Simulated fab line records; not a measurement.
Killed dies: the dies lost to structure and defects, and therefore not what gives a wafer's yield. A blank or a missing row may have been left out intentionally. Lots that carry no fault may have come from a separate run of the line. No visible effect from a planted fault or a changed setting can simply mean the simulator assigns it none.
What tool caused it? || flow n5_finfet || 10 lots with 28 wafers sampled at 6 steps, on a route of 1938 steps

## WHAT THE GAUGES READ, wafer by wafer
N5_SPACER0_INSPECT_04: inspects for defects (darkfield). Usual: 135 for raw_defect_count, sd 32.
{"lot": "L931", "measured": "day 3 01:24", "on": "defect_inspect-01", "raw_defect_count": "188 189 167", "flag": ""}
{"lot": "L933", "measured": "day 3 14:28", "on": "defect_inspect-01", "raw_defect_count": "91 85 82", "flag": ""}
{"lot": "L938", "measured": "day 4 18:08", "on": "defect_inspect-01", "raw_defect_count": "145 114 85", "flag": ""}
{"lot": "L941", "measured": "day 5 13:51", "on": "defect_inspect-01", "raw_defect_count": "143 151", "flag": ""}
{"lot": "L943", "measured": "day 6 07:01", "on": "defect_inspect-01", "raw_defect_count": "101 151", "flag": ""}
{"lot": "L944", "measured": "day 6 09:26", "on": "defect_inspect-01", "raw_defect_count": "162 148 133", "flag": ""}
{"lot": "L946", "measured": "day 6 17:19", "on": "defect_inspect-02", "raw_defect_count": "155 120 123", "flag": ""}
{"lot": "L947", "measured": "day 6 23:12", "on": "defect_inspect-01", "raw_defect_count": "135 138 127", "flag": ""}
{"lot": "L951", "measured": "day 8 01:07", "on": "defect_inspect-01", "raw_defect_count": "127 124 134", "flag": ""}
{"lot": "L952", "measured": "day 8 08:22", "on": "defect_inspect-01", "raw_defect_count": "111 168 144", "flag": ""}

N5_SD_EPI_N_INSPECT_11: inspects for defects (macro). Usual: 2.2 for raw_defect_count, sd 1.5.
{"lot": "L931", "measured": "day 3 01:52", "on": "defect_inspect-01", "raw_defect_count": "3 1 3", "flag": ""}
{"lot": "L933", "measured": "day 3 14:55", "on": "defect_inspect-01", "raw_defect_count": "1 2 0", "flag": ""}
{"lot": "L938", "measured": "day 4 18:34", "on": "defect_inspect-02", "raw_defect_count": "5 2 1", "flag": ""}
{"lot": "L941", "measured": "day 5 14:19", "on": "defect_inspect-02", "raw_defect_count": "1 1", "flag": ""}
{"lot": "L943", "measured": "day 6 09:39", "on": "defect_inspect-01", "raw_defect_count": "3 3", "flag": ""}
{"lot": "L944", "measured": "day 6 09:53", "on": "defect_inspect-01", "raw_defect_count": "5 3 2", "flag": ""}
{"lot": "L946", "measured": "day 6 17:38", "on": "defect_inspect-02", "raw_defect_count": "1 3 1", "flag": ""}
{"lot": "L947", "measured": "day 6 23:32", "on": "defect_inspect-02", "raw_defect_count": "3 4 1", "flag": ""}
{"lot": "L951", "measured": "day 8 01:34", "on": "defect_inspect-02", "raw_defect_count": "0 2 1", "flag": ""}
{"lot": "L952", "measured": "day 8 08:50", "on": "defect_inspect-01", "raw_defect_count": "2 2 3", "flag": ""}

N5_SD_ACTIVATION_RS_MEAS_03: the measuring method here is four-point-probe. Usual: RS_SD_N 21.87 ohm/sq, standard deviation 0.28; RS_SD_P 56.1 ohm/sq, standard deviation 0.86.
{"lot": "L931", "measured": "day 3 10:47", "on": "film_metro-02", "RS_SD_N (ohm/sq)": "21.60 22.08 21.95", "RS_SD_P (ohm/sq)": "56.3 56.8 56.5", "flag": ""}
{"lot": "L933", "measured": "day 4 00:25", "on": "film_metro-02", "RS_SD_N (ohm/sq)": "21.50 22.00 21.77", "RS_SD_P (ohm/sq)": "57.0 57.5 56.2", "flag": ""}
{"lot": "L938", "measured": "day 5 03:29", "on": "film_metro-02", "RS_SD_N (ohm/sq)": "21.64 21.70 22.14", "RS_SD_P (ohm/sq)": "56.2 56.3 57.1", "flag": ""}
{"lot": "L941", "measured": "day 5 23:50", "on": "film_metro-01", "RS_SD_N (ohm/sq)": "21.00 21.53", "RS_SD_P (ohm/sq)": "55.2 55.1", "flag": ""}
{"lot": "L943", "measured": "day 6 18:47", "on": "film_metro-01", "RS_SD_N (ohm/sq)": "21.76 21.12", "RS_SD_P (ohm/sq)": "56.1 56.0", "flag": ""}
{"lot": "L944", "measured": "day 6 19:39", "on": "film_metro-01", "RS_SD_N (ohm/sq)": "21.67 21.83 21.74", "RS_SD_P (ohm/sq)": "55.8 55.5 56.2", "flag": ""}
{"lot": "L946", "measured": "day 7 02:53", "on": "film_metro-01", "RS_SD_N (ohm/sq)": "22.04 22.14 22.21", "RS_SD_P (ohm/sq)": "56.9 56.3 56.7", "flag": ""}
{"lot": "L947", "measured": "day 7 09:44", "on": "film_metro-02", "RS_SD_N (ohm/sq)": "22.47 22.41 22.46", "RS_SD_P (ohm/sq)": "56.4 56.9 55.6", "flag": ""}
{"lot": "L951", "measured": "day 8 10:31", "on": "film_metro-02", "RS_SD_N (ohm/sq)": "22.02 21.95 21.43", "RS_SD_P (ohm/sq)": "56.4 56.3 55.7", "flag": ""}
{"lot": "L952", "measured": "day 8 18:05", "on": "film_metro-02", "RS_SD_N (ohm/sq)": "21.96 22.01 22.09", "RS_SD_P (ohm/sq)": "58.4 57.5 56.8", "flag": ""}

N5_BEOL_M4_RC_MEAS_101. Usual: DIBL_N 36.0 mV/V, standard deviation 2.5; DIBL_P 36.3 mV/V, standard deviation 2.8; IOFF_N 0.16 nA/um, standard deviation 0.042; IOFF_P 0.21 nA/um, standard deviation 0.045; ION_N 673 uA/um, standard deviation 15; ION_P 463 uA/um, standard deviation 8.1; RS_SD_N 28.3 ohm/sq, standard deviation 0.35; SS_N 71.4 mV/dec, standard deviation 0.73; SS_P 73.3 mV/dec, standard deviation 0.92; VT_N 251 mV, standard deviation 4.1; VT_P -250 mV, standard deviation 3.4.
{"lot": "L931", "measured": "day 7 18:45", "on": "prober-01", "DIBL_N (mV/V)": "41.9 36.1 36.1", "DIBL_P (mV/V)": "41.1 35.2 33.6", "IOFF_N (nA/um)": "0.28 0.14 0.14", "IOFF_P (nA/um)": "0.38 0.23 0.22", "ION_N (uA/um)": "698 668 670", "ION_P (uA/um)": "477 467 465", "RS_SD_N (ohm/sq)": "28.1 28.5 28.0", "SS_N (mV/dec)": "73.4 71.5 70.6", "SS_P (mV/dec)": "74.9 73.1 72.8", "VT_N (mV)": "242 252 251", "VT_P (mV)": "-241 -250 -248", "flag": ""}
{"lot": "L933", "measured": "day 8 02:01", "on": "prober-01", "DIBL_N (mV/V)": "34.4 34.8 34.3", "DIBL_P (mV/V)": "34.2 34.2 33.2", "IOFF_N (nA/um)": "0.14 0.14 0.13", "IOFF_P (nA/um)": "0.20 0.21 0.19", "ION_N (uA/um)": "661 662 651", "ION_P (uA/um)": "462 463 459", "RS_SD_N (ohm/sq)": "28.0 28.1 28.2", "SS_N (mV/dec)": "71.1 71.2 71.4", "SS_P (mV/dec)": "72.6 72.7 72.0", "VT_N (mV)": "253 250 252", "VT_P (mV)": "-250 -251 -251", "flag": ""}
{"lot": "L938", "measured": "day 9 11:40", "on": "prober-01", "DIBL_N (mV/V)": "37.6 40.1 35.6", "DIBL_P (mV/V)": "36.5 38.8 33.6", "IOFF_N (nA/um)": "0.16 0.22 0.14", "IOFF_P (nA/um)": "0.23 0.28 0.19", "ION_N (uA/um)": "686 702 674", "ION_P (uA/um)": "471 476 464", "RS_SD_N (ohm/sq)": "28.0 28.7 28.7", "SS_N (mV/dec)": "72.0 71.3 70.8", "SS_P (mV/dec)": "73.0 73.4 71.6", "VT_N (mV)": "248 243 250", "VT_P (mV)": "-247 -246 -250", "flag": ""}
{"lot": "L941", "measured": "day 10 07:38", "on": "prober-01", "DIBL_N (mV/V)": "36.1 33.2", "DIBL_P (mV/V)": "37.7 33.2", "IOFF_N (nA/um)": "0.15 0.10", "IOFF_P (nA/um)": "0.20 0.14", "ION_N (uA/um)": "676 659", "ION_P (uA/um)": "462 450", "RS_SD_N (ohm/sq)": "27.0 28.3", "SS_N (mV/dec)": "71.2 70.2", "SS_P (mV/dec)": "73.2 72.7", "VT_N (mV)": "251 258", "VT_P (mV)": "-251 -257", "flag": ""}
{"lot": "L943", "measured": "day 10 23:28", "on": "prober-02", "DIBL_N (mV/V)": "30.8 34.9", "DIBL_P (mV/V)": "31.1 35.5", "IOFF_N (nA/um)": "0.09 0.13", "IOFF_P (nA/um)": "0.16 0.21", "ION_N (uA/um)": "657 656", "ION_P (uA/um)": "466 456", "RS_SD_N (ohm/sq)": "28.0 27.2", "SS_N (mV/dec)": "70.4 70.5", "SS_P (mV/dec)": "72.1 73.3", "VT_N (mV)": "257 256", "VT_P (mV)": "-253 -249", "flag": ""}
{"lot": "L944", "measured": "day 11 07:07", "on": "prober-02", "DIBL_N (mV/V)": "34.3 37.9 33.5", "DIBL_P (mV/V)": "36.2 39.6 35.0", "IOFF_N (nA/um)": "0.15 0.21 0.14", "IOFF_P (nA/um)": "0.18 0.24 0.18", "ION_N (uA/um)": "675 672 681", "ION_P (uA/um)": "459 459 463", "RS_SD_N (ohm/sq)": "28.1 28.3 28.0", "SS_N (mV/dec)": "71.1 71.5 70.9", "SS_P (mV/dec)": "73.2 73.8 73.2", "VT_N (mV)": "250 248 252", "VT_P (mV)": "-253 -250 -253", "flag": ""}
{"lot": "L946", "measured": "day 11 13:10", "on": "prober-02", "DIBL_N (mV/V)": "37.6 38.5 38.4", "DIBL_P (mV/V)": "37.1 38.4 37.4", "IOFF_N (nA/um)": "0.15 0.18 0.15", "IOFF_P (nA/um)": "0.21 0.25 0.21", "ION_N (uA/um)": "679 692 668", "ION_P (uA/um)": "462 474 459", "RS_SD_N (ohm/sq)": "28.3 28.5 28.7", "SS_N (mV/dec)": "72.0 71.8 72.0", "SS_P (mV/dec)": "73.2 73.8 74.4", "VT_N (mV)": "253 248 250", "VT_P (mV)": "-251 -249 -249", "flag": ""}
{"lot": "L947", "measured": "day 11 14:59", "on": "prober-02", "DIBL_N (mV/V)": "35.6 41.7 37.3", "DIBL_P (mV/V)": "34.9 43.4 37.9", "IOFF_N (nA/um)": "0.14 0.28 0.20", "IOFF_P (nA/um)": "0.18 0.33 0.21", "ION_N (uA/um)": "668 698 697", "ION_P (uA/um)": "457 474 466", "RS_SD_N (ohm/sq)": "29.0 28.8 29.0", "SS_N (mV/dec)": "71.3 72.5 71.3", "SS_P (mV/dec)": "73.4 74.9 74.7", "VT_N (mV)": "252 243 244", "VT_P (mV)": "-252 -246 -249", "flag": ""}
{"lot": "L951", "measured": "day 12 17:15", "on": "prober-02", "DIBL_N (mV/V)": "36.9 36.6 36.6", "DIBL_P (mV/V)": "37.6 37.1 38.0", "IOFF_N (nA/um)": "0.16 0.15 0.18", "IOFF_P (nA/um)": "0.23 0.23 0.25", "ION_N (uA/um)": "681 660 686", "ION_P (uA/um)": "467 459 473", "RS_SD_N (ohm/sq)": "28.6 28.0 28.2", "SS_N (mV/dec)": "71.5 71.2 71.6", "SS_P (mV/dec)": "73.4 73.1 74.0", "VT_N (mV)": "251 251 247", "VT_P (mV)": "-247 -248 -245", "flag": ""}
{"lot": "L952", "measured": "day 13 04:50", "on": "prober-01", "DIBL_N (mV/V)": "39.0 35.4 38.2", "DIBL_P (mV/V)": "39.9 35.2 38.7", "IOFF_N (nA/um)": "0.23 0.15 0.19", "IOFF_P (nA/um)": "0.25 0.18 0.23", "ION_N (uA/um)": "691 669 692", "ION_P (uA/um)": "460 452 466", "RS_SD_N (ohm/sq)": "28.5 28.7 28.8", "SS_N (mV/dec)": "73.0 71.5 72.7", "SS_P (mV/dec)": "74.0 73.2 74.3", "VT_N (mV)": "245 253 250", "VT_P (mV)": "-250 -254 -251", "flag": ""}

## TOOL THAT RAN EACH LOT (tool first, then ch and the chambers of the sampled wafers, then the start)
{"lot": "L931", "N5_SD_EPI_N_SD_RECESS_17": "rie_si-04 ch 2,3, day 3 02:49", "N5_SD_EPI_N_EPI_21": "epi_rpcvd-03 ch 0, day 3 04:21"}
{"lot": "L933", "N5_SD_EPI_N_SD_RECESS_17": "rie_si-02 ch 1,2,3, day 3 15:38", "N5_SD_EPI_N_EPI_21": "epi_rpcvd-02 ch 0, day 3 17:33"}
{"lot": "L938", "N5_SD_EPI_N_SD_RECESS_17": "rie_si-04 ch 0,1, day 4 19:33", "N5_SD_EPI_N_EPI_21": "epi_rpcvd-03 ch 0, day 4 20:49"}
{"lot": "L941", "N5_SD_EPI_N_SD_RECESS_17": "rie_si-04 ch 0,3, day 5 15:02", "N5_SD_EPI_N_EPI_21": "epi_rpcvd-03 ch 0, day 5 16:56"}
{"lot": "L943", "N5_SD_EPI_N_SD_RECESS_17": "rie_si-04 ch 2, day 6 10:22", "N5_SD_EPI_N_EPI_21": "epi_rpcvd-03 ch 0, day 6 12:16"}
{"lot": "L944", "N5_SD_EPI_N_SD_RECESS_17": "rie_si-03 ch 0,1,2, day 6 10:37", "N5_SD_EPI_N_EPI_21": "epi_rpcvd-02 ch 0, day 6 12:12"}
{"lot": "L946", "N5_SD_EPI_N_SD_RECESS_17": "rie_si-03 ch 0,1,3, day 6 18:22", "N5_SD_EPI_N_EPI_21": "epi_rpcvd-04 ch 0, day 6 19:20"}
{"lot": "L947", "N5_SD_EPI_N_SD_RECESS_17": "rie_si-02 ch 0,1,2, day 7 00:15", "N5_SD_EPI_N_EPI_21": "epi_rpcvd-04 ch 0, day 7 01:14"}
{"lot": "L951", "N5_SD_EPI_N_SD_RECESS_17": "rie_si-03 ch 0,1,3, day 8 02:38", "N5_SD_EPI_N_EPI_21": "epi_rpcvd-02 ch 0, day 8 03:37"}
{"lot": "L952", "N5_SD_EPI_N_SD_RECESS_17": "rie_si-04 ch 0,1,3, day 8 09:34", "N5_SD_EPI_N_EPI_21": "epi_rpcvd-02 ch 0, day 8 10:32"}
- N5_SD_EPI_N_SD_RECESS_17: chemistry HBr/Cl2/O2, target depth 41 nm, time 23.7 s, bt time 3 s.
- N5_SD_EPI_N_EPI_21: deposits Si:P, time 690 s.

## AS READ BY THE TOOLS THEMSELVES (means over the sampled wafers that have a number; for cases with no such wafer, the mark the record gives instead)
N5_SD_EPI_N_SD_RECESS_17. Usual: drypump_motor_current_A 5.8 A, standard deviation 0.42; oes_product_au 0.996 a.u., standard deviation 0.015; throttle_valve_pct 37.2 %, standard deviation 0.53.
{"lot": "L931", "tool": "rie_si-04", "drypump_motor_current_A (A)": 5.5, "oes_product_au (a.u.)": 1.008, "throttle_valve_pct (%)": 36.9, "flag": ""}
{"lot": "L933", "tool": "rie_si-02", "drypump_motor_current_A (A)": 5.5, "oes_product_au (a.u.)": 0.978, "throttle_valve_pct (%)": 37.4, "flag": ""}
{"lot": "L938", "tool": "rie_si-04", "drypump_motor_current_A (A)": 6.3, "oes_product_au (a.u.)": 0.993, "throttle_valve_pct (%)": 37.2, "flag": ""}
{"lot": "L941", "tool": "rie_si-04", "drypump_motor_current_A (A)": 5.9, "oes_product_au (a.u.)": 1.011, "throttle_valve_pct (%)": 37.6, "flag": ""}
{"lot": "L943", "tool": "rie_si-04", "drypump_motor_current_A (A)": 5.2, "oes_product_au (a.u.)": 0.984, "throttle_valve_pct (%)": 36.5, "flag": ""}
{"lot": "L944", "tool": "rie_si-03", "drypump_motor_current_A (A)": 5.7, "oes_product_au (a.u.)": 0.998, "throttle_valve_pct (%)": 37.1, "flag": ""}
{"lot": "L946", "tool": "rie_si-03", "drypump_motor_current_A (A)": 6.0, "oes_product_au (a.u.)": 1.007, "throttle_valve_pct (%)": 37.1, "flag": ""}
{"lot": "L947", "tool": "rie_si-02", "drypump_motor_current_A (A)": 5.7, "oes_product_au (a.u.)": 0.982, "throttle_valve_pct (%)": 37.5, "flag": ""}
{"lot": "L951", "tool": "rie_si-03", "drypump_motor_current_A (A)": 6.0, "oes_product_au (a.u.)": 1.007, "throttle_valve_pct (%)": 37.1, "flag": ""}
{"lot": "L952", "tool": "rie_si-04", "drypump_motor_current_A (A)": 6.1, "oes_product_au (a.u.)": 1.003, "throttle_valve_pct (%)": 37.3, "flag": ""}

N5_SD_EPI_N_EPI_21. Usual: 681.2 for susceptor_temp_C_max, sd 0.37.
{"lot": "L931", "tool": "epi_rpcvd-03", "susceptor_temp_C_max": 681.5, "flag": ""}
{"lot": "L933", "tool": "epi_rpcvd-02", "susceptor_temp_C_max": 681.1, "flag": ""}
{"lot": "L938", "tool": "epi_rpcvd-03", "susceptor_temp_C_max": 681.5, "flag": ""}
{"lot": "L941", "tool": "epi_rpcvd-03", "susceptor_temp_C_max": 681.0, "flag": ""}
{"lot": "L943", "tool": "epi_rpcvd-03", "susceptor_temp_C_max": 681.6, "flag": ""}
{"lot": "L944", "tool": "epi_rpcvd-02", "susceptor_temp_C_max": 681.4, "flag": ""}
{"lot": "L946", "tool": "epi_rpcvd-04", "susceptor_temp_C_max": 680.6, "flag": ""}
{"lot": "L947", "tool": "epi_rpcvd-04", "susceptor_temp_C_max": 681.2, "flag": ""}
{"lot": "L951", "tool": "epi_rpcvd-02", "susceptor_temp_C_max": 680.8, "flag": ""}
{"lot": "L952", "tool": "epi_rpcvd-02", "susceptor_temp_C_max": 681.4, "flag": ""}

## THE ANSWER, worked out from the rows above alone
Rule: a lot is off if the mean of its wafers that have a number lies more than 3 standard deviations from the usual mean. Also off: a lot with no number at a reading for which 4 or more lots have one. All remaining lots with rows at the step are treated as sound. After the gauges, taken in route order, come the tools' own readings; for these a lot's mean is taken, as printed above. At the first step where some lot is off, the reading lying furthest off is the one used; lots without a number count as furthest.
Across all readings shown, no lot is off: no conclusion can be drawn from this.

## WHAT THE SIMULATOR PUT IN
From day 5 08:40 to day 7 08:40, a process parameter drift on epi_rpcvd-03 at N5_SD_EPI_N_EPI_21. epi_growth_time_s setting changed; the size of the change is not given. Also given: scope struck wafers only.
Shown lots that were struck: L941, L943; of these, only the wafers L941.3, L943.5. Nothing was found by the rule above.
